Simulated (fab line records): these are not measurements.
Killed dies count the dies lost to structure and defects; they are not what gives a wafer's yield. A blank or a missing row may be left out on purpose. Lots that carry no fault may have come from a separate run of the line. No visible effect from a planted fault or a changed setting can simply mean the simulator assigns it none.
Chamber matching || flow nand harc || 4 sister chambers for NHARC_P_M2_STRIP_18 on rie diel-03
The step strips in N2/H2. 8 wafers are shown with their chamber, then 7 later ones without.

== WAFERS, EACH WITH ITS CHAMBER ==
{"wafer": "L767.5", "chamber": 3, "drypump motor current A (A)": 5.9, "rf vpp V (V)": 92.2}
{"wafer": "L771.5", "chamber": 2, "drypump motor current A (A)": 6.1, "rf vpp V (V)": 90.3}
{"wafer": "L771.6", "chamber": 1, "drypump motor current A (A)": 5.0, "rf vpp V (V)": 90.8}
{"wafer": "L773.4", "chamber": 2, "drypump motor current A (A)": 6.1, "rf vpp V (V)": 89.5}
{"wafer": "L773.5", "chamber": 0, "drypump motor current A (A)": 5.7, "rf vpp V (V)": 89.5}
{"wafer": "L773.6", "chamber": 1, "drypump motor current A (A)": 5.1, "rf vpp V (V)": 91.5}
{"wafer": "L774.4", "chamber": 0, "drypump motor current A (A)": 5.7, "rf vpp V (V)": 89.0}
{"wafer": "L774.5", "chamber": 3, "drypump motor current A (A)": 5.9, "rf vpp V (V)": 91.2}

== WAFERS MISSING THEIR CHAMBER ==
{"wafer": "L774.6", "drypump motor current A (A)": 5.7, "rf vpp V (V)": 90.2}
{"wafer": "L776.2", "drypump motor current A (A)": 5.9, "rf vpp V (V)": 90.5}
{"wafer": "L776.4", "drypump motor current A (A)": 5.7, "rf vpp V (V)": 89.9}
{"wafer": "L776.6", "drypump motor current A (A)": 5.7, "rf vpp V (V)": 89.2}
{"wafer": "L788.1", "drypump motor current A (A)": 5.9, "rf vpp V (V)": 90.9}
{"wafer": "L788.2", "drypump motor current A (A)": 6.1, "rf vpp V (V)": 91.1}
{"wafer": "L788.4", "drypump motor current A (A)": 5.0, "rf vpp V (V)": 91.3}

== WHICH CHAMBER EACH ONE RAN IN ==
{"wafer": "L774.6", "from the rows above": 0, "in truth": 0}
{"wafer": "L776.2", "from the rows above": 3, "in truth": 3}
{"wafer": "L776.4", "from the rows above": 0, "in truth": 0}
{"wafer": "L776.6", "from the rows above": 0, "in truth": 0}
{"wafer": "L788.1", "from the rows above": 3, "in truth": 3}
{"wafer": "L788.2", "from the rows above": 2, "in truth": 2}
{"wafer": "L788.4", "from the rows above": 1, "in truth": 1}
Correct placement for 7 of the 7. From these rows, 0 cannot be placed. Placed wrongly: 0.
How it was worked out, from the rows above alone: a wafer's distance from a chamber is the root of the sum, over the readings, of the square of ((its reading less the chamber's mean) divided by the reading's scatter). The wafer belongs to the nearest chamber; if the next one is less than 2 further off, it can't be placed. A chamber's mean is the mean of its shown wafers. How the scatter is found: for the shown wafers, subtract from each reading the mean of its chamber, square and add these, divide the total by (wafers less chambers), then take the root.
